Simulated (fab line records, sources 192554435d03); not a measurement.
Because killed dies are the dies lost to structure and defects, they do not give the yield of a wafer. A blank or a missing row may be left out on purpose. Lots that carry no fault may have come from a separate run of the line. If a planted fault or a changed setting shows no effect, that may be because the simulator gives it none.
Chamber matching / flow n5 finfet / 4 sister chambers for N5_BEOL_M0_CUTY_DESCUM_61 on rie diel-05
The step chemistry O2, time 7.9 s. 16 wafers are shown with their chamber, then 8 later ones without.

## WAFERS WITH THEIR CHAMBER
wafer=L074.3; chamber=1; drypump motor current A (A)=6.3; showerhead plenum p Torr (Torr)=2.05; oes product au (a.u.)=0.90
wafer=L074.4; chamber=2; drypump motor current A (A)=5.7; showerhead plenum p Torr (Torr)=2.09; oes product au (a.u.)=0.73
wafer=L074.5; chamber=2; drypump motor current A (A)=5.7; showerhead plenum p Torr (Torr)=2.09; oes product au (a.u.)=0.74
wafer=L078.1; chamber=2; drypump motor current A (A)=5.7; showerhead plenum p Torr (Torr)=2.09; oes product au (a.u.)=0.73
wafer=L078.3; chamber=3; drypump motor current A (A)=5.5; showerhead plenum p Torr (Torr)=2.17; oes product au (a.u.)=0.75
wafer=L078.4; chamber=1; drypump motor current A (A)=6.3; showerhead plenum p Torr (Torr)=2.05; oes product au (a.u.)=0.88
wafer=L079.1; chamber=2; drypump motor current A (A)=5.7; showerhead plenum p Torr (Torr)=2.08; oes product au (a.u.)=0.73
wafer=L079.2; chamber=1; drypump motor current A (A)=6.3; showerhead plenum p Torr (Torr)=2.05; oes product au (a.u.)=0.88
wafer=L079.6; chamber=0; drypump motor current A (A)=6.1; showerhead plenum p Torr (Torr)=2.10; oes product au (a.u.)=0.75
wafer=L080.1; chamber=3; drypump motor current A (A)=5.5; showerhead plenum p Torr (Torr)=2.17; oes product au (a.u.)=0.76
wafer=L080.2; chamber=2; drypump motor current A (A)=5.7; showerhead plenum p Torr (Torr)=2.08; oes product au (a.u.)=0.73
wafer=L080.5; chamber=3; drypump motor current A (A)=5.4; showerhead plenum p Torr (Torr)=2.17; oes product au (a.u.)=0.76
wafer=L082.3; chamber=3; drypump motor current A (A)=5.5; showerhead plenum p Torr (Torr)=2.17; oes product au (a.u.)=0.75
wafer=L082.5; chamber=3; drypump motor current A (A)=5.5; showerhead plenum p Torr (Torr)=2.17; oes product au (a.u.)=0.75
wafer=L082.6; chamber=2; drypump motor current A (A)=5.7; showerhead plenum p Torr (Torr)=2.08; oes product au (a.u.)=0.72
wafer=L092.2; chamber=3; drypump motor current A (A)=5.5; showerhead plenum p Torr (Torr)=2.16; oes product au (a.u.)=0.74

SIGNATURES (means of the wafers above)
reading=drypump motor current A; chamber 0=6.100; chamber 1=6.300; chamber 2=5.700; chamber 3=5.483; scatter within a chamber=0.0264
reading=showerhead plenum p Torr; chamber 0=2.1000; chamber 1=2.0500; chamber 2=2.0850; chamber 3=2.1683; scatter within a chamber=0.00441
reading=oes product au; chamber 0=0.7500; chamber 1=0.8867; chamber 2=0.7300; chamber 3=0.7517; scatter within a chamber=0.00791
Rule: for a wafer and a chamber, the distance is found by dividing, reading by reading, the gap between the wafer's reading and the chamber's mean by the reading's scatter, squaring, summing and taking the root. If the next closest chamber is less than 2 further off than the closest, the wafer can't be placed; otherwise it belongs to the closest. How the scatter is found: for the shown wafers, subtract from each reading the mean of its chamber, square and add these, divide the total by (wafers less chambers), then take the root.

## WAFERS WITH NO CHAMBER GIVEN
wafer=L092.3; drypump motor current A (A)=5.7; showerhead plenum p Torr (Torr)=2.08; oes product au (a.u.)=0.70
wafer=L092.4; drypump motor current A (A)=6.3; showerhead plenum p Torr (Torr)=2.04; oes product au (a.u.)=0.84
wafer=L097.1; drypump motor current A (A)=6.3; showerhead plenum p Torr (Torr)=2.04; oes product au (a.u.)=0.83
wafer=L097.2; drypump motor current A (A)=5.5; showerhead plenum p Torr (Torr)=2.16; oes product au (a.u.)=0.72
wafer=L097.6; drypump motor current A (A)=6.3; showerhead plenum p Torr (Torr)=2.04; oes product au (a.u.)=0.83
wafer=L096.1; drypump motor current A (A)=5.7; showerhead plenum p Torr (Torr)=2.07; oes product au (a.u.)=0.70
wafer=L096.3; drypump motor current A (A)=6.1; showerhead plenum p Torr (Torr)=2.09; oes product au (a.u.)=0.72
wafer=L096.6; drypump motor current A (A)=5.7; showerhead plenum p Torr (Torr)=2.07; oes product au (a.u.)=0.70

## WHICH CHAMBER EACH WENT THROUGH
wafer=L092.3; from the rows above=2; in truth=2
wafer=L092.4; from the rows above=1; in truth=1
wafer=L097.1; from the rows above=1; in truth=1
wafer=L097.2; from the rows above=3; in truth=3
wafer=L097.6; from the rows above=1; in truth=1
wafer=L096.1; from the rows above=2; in truth=2
wafer=L096.3; from the rows above=0; in truth=0
wafer=L096.6; from the rows above=2; in truth=2
8 of 8 placed correctly. Number that these rows cannot place: 0. Wrongly placed: 0.
